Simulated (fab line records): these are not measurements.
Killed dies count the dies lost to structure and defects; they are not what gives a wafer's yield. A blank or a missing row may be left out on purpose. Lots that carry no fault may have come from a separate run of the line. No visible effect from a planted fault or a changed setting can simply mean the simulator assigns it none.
Chamber matching -- flow nandHarc -- 4 sister chambers for NHARC_A_BLC_DESCUM_15 on rieDiel-08
The step chemistry O2, time 3 s. 24 wafers are shown with their chamber, then 12 later ones without.

EACH WAFER AND ITS CHAMBER
wafer,chamber,showerheadPlenumPTorr (Torr),drypumpMotorCurrentA (A),oesProductAu (a.u.)
L076.2,0,1.90,5.0,0.996
L076.5,1,1.83,5.3,0.998
L076.6,0,1.90,5.0,0.979
L074.1,2,2.03,6.3,0.981
L074.4,3,1.89,5.6,0.978
L074.6,3,1.89,5.6,0.989
L082.1,3,1.89,5.6,0.983
L082.2,1,1.83,5.3,0.996
L082.5,3,1.89,5.6,0.974
L080.2,1,1.83,5.3,1.003
L080.4,0,1.90,5.0,0.988
L080.6,1,1.83,5.3,1.003
L080.1,3,1.89,5.6,0.988
L080.3,2,2.03,6.2,1.009
L080.5,2,2.03,6.2,1.001
L083.1,1,1.83,5.3,0.997
L083.2,2,2.03,6.2,1.004
L083.3,0,1.89,5.0,0.994
L083.4,3,1.89,5.6,0.975
L083.5,3,1.89,5.6,0.988
L083.6,0,1.89,5.0,0.996
L084.1,1,1.83,5.3,0.996
L084.3,0,1.89,5.0,0.998
L084.6,0,1.89,5.0,0.992

SIGNATURES, as means of the wafers listed above
reading,chamber 0,chamber 1,chamber 2,chamber 3,scatter within a chamber
showerheadPlenumPTorr,1.8943,1.8300,2.0300,1.8900,0.00293
drypumpMotorCurrentA,5.000,5.300,6.225,5.600,0.0194
oesProductAu,0.99186,0.99883,0.99875,0.98214,0.00712
Rule: distance of a wafer from a chamber = root of the sum over the readings of ((wafer's reading minus chamber's mean) / reading's scatter) squared. If the next closest chamber is less than 2 further off than the closest, the wafer can't be placed; otherwise it belongs to the closest. The scatter: the root of (the sum of the squares of (reading less its chamber's mean) over the shown wafers, divided by (wafers less chambers)).

WAFERS WITH NO CHAMBER GIVEN
wafer,showerheadPlenumPTorr (Torr),drypumpMotorCurrentA (A),oesProductAu (a.u.)
L087.1,1.83,5.3,0.993
L087.4,1.88,5.6,0.983
L087.6,1.89,5.0,1.003
L087.2,1.89,5.0,0.995
L087.3,2.03,6.2,1.009
L087.5,1.89,5.6,0.977
L089.1,1.88,5.6,0.979
L089.3,2.03,6.2,1.016
L089.6,1.89,5.6,0.974
L088.1,2.03,6.2,1.011
L088.2,1.88,5.6,0.974
L088.5,1.83,5.3,0.991

THE CHAMBER EACH PASSED THROUGH
wafer,from the rows above,in truth
L087.1,1,1
L087.4,3,3
L087.6,0,0
L087.2,0,0
L087.3,2,2
L087.5,3,3
L089.1,3,3
L089.3,2,2
L089.6,3,3
L088.1,2,2
L088.2,3,3
L088.5,1,1
Correct placement for 12 of the 12. Not placeable from these rows: 0. Wrongly placed: 0.
